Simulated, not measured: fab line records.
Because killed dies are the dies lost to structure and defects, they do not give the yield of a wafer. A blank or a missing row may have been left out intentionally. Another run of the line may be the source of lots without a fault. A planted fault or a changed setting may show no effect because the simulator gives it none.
One fault through the eyes of 2 desks -- flow n5_finfet -- what lay behind the numbers comes last; until then each desk has only its own

## FROM THE METROLOGY DESK
What the gauges read for every lot (on any tool): the sampled wafers with a number, averaged. Any lot whose mean is over 4 standard deviations away from the usual mean is out of limits and marked OUT; that distance is given in the brackets. Only the readings that lie furthest out on some lot appear, 7 of the 10 it has.
Columns: A = DIBL_P at N5_BEOL_M4_RC_MEAS_101, usual 35.7 mV/V; B = IOFF_P at N5_BEOL_M4_RC_MEAS_101, usual 0.21 nA/um; C = ION_N at N5_BEOL_M4_RC_MEAS_101, usual 673 uA/um; D = ION_P at N5_BEOL_M4_RC_MEAS_101, usual 462 uA/um; E = SS_N at N5_BEOL_M4_RC_MEAS_101, usual 71.4 mV/dec; F = SS_P at N5_BEOL_M4_RC_MEAS_101, usual 73.2 mV/dec; G = VT_P at N5_BEOL_M4_RC_MEAS_101, usual -250 mV
lot,first seen here,A,B,C,D,E,F,G
L302,day 9 00:02,35.0,0.21,663,458,71.6,73.4,-249
L316,day 12 18:47,34.0,0.18,662,455,71.9,72.5,-252
L317,day 13 16:40,35.4,0.19,667,455,70.9,72.9,-253
L299,day 13 19:34,34.9,0.22,676,467,70.7,73.0,-247
L318,day 13 21:25,35.0,0.19,678,464,71.3,72.7,-251
This desk's verdict: no lot among the 5 shows anything out of limits.

## TOOL OWNER'S DESK, rie_diel-05
The tool's own readings at N5_BEOL_M1_ETCH_70 (etches SOC in N2/H2, target depth 80 nm, overetch 16 nm, time 120 s): means of the sampled wafers that have a number, for each lot that ran on this tool. Any lot whose mean is over 4 standard deviations away from the usual mean is out of limits and marked OUT; that distance is given in the brackets.
Columns: A = bias_w at N5_BEOL_M1_ETCH_70, usual 150.0 W; B = chamber_pressure_mTorr at N5_BEOL_M1_ETCH_70, usual 30.004 mTorr; C = drypump_motor_current_A at N5_BEOL_M1_ETCH_70, usual 5.5 A; D = oes_product_au at N5_BEOL_M1_ETCH_70, usual 0.61 a.u.; E = rf_vpp_V at N5_BEOL_M1_ETCH_70, usual 524.5 V; F = showerhead_plenum_p_Torr at N5_BEOL_M1_ETCH_70, usual 2.57 Torr; G = throttle_valve_pct at N5_BEOL_M1_ETCH_70, usual 17.97 %
lot,first seen here,A,B,C,D,E,F,G
L302,day 7 12:17,150.3,29.984,5.5,0.56,522.9,2.50,18.19
L316,day 11 00:47,152.5 (+6.3) OUT,29.985,5.6,0.63,529.2,2.54,18.15
L317,day 11 10:59,152.8 (+6.9) OUT,30.001,5.8,0.57,526.9,2.47,17.99
L318,day 12 05:49,152.3 (+5.8) OUT,30.006,5.6,0.62,529.4,2.54,18.18
This desk finds L316, L317, L318 out of limits, L316 being first, at day 11 00:47 (bias_w at N5_BEOL_M1_ETCH_70). In limits: L302.

## PUT TOGETHER
On L316, L317, L318, at day 11 00:47, an alarm was possible from the tool owner's desk.
At the metrology desk, nothing out of limits was observed.
The metrology desk holds a record of L316, L317, L318, inside its limits.
Of the lots named, all ran N5_BEOL_M1_ETCH_70 on rie_diel-05.

## WHAT THE SIMULATOR HAD PUT IN
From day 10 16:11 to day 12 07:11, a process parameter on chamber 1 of rie_diel-05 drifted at N5_BEOL_M1_ETCH_70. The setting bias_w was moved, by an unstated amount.
Shown lots that were struck: L316, L317, L318.
Hours from the fault's start to each desk's first reading out of limits: the tool owner's desk, 9.
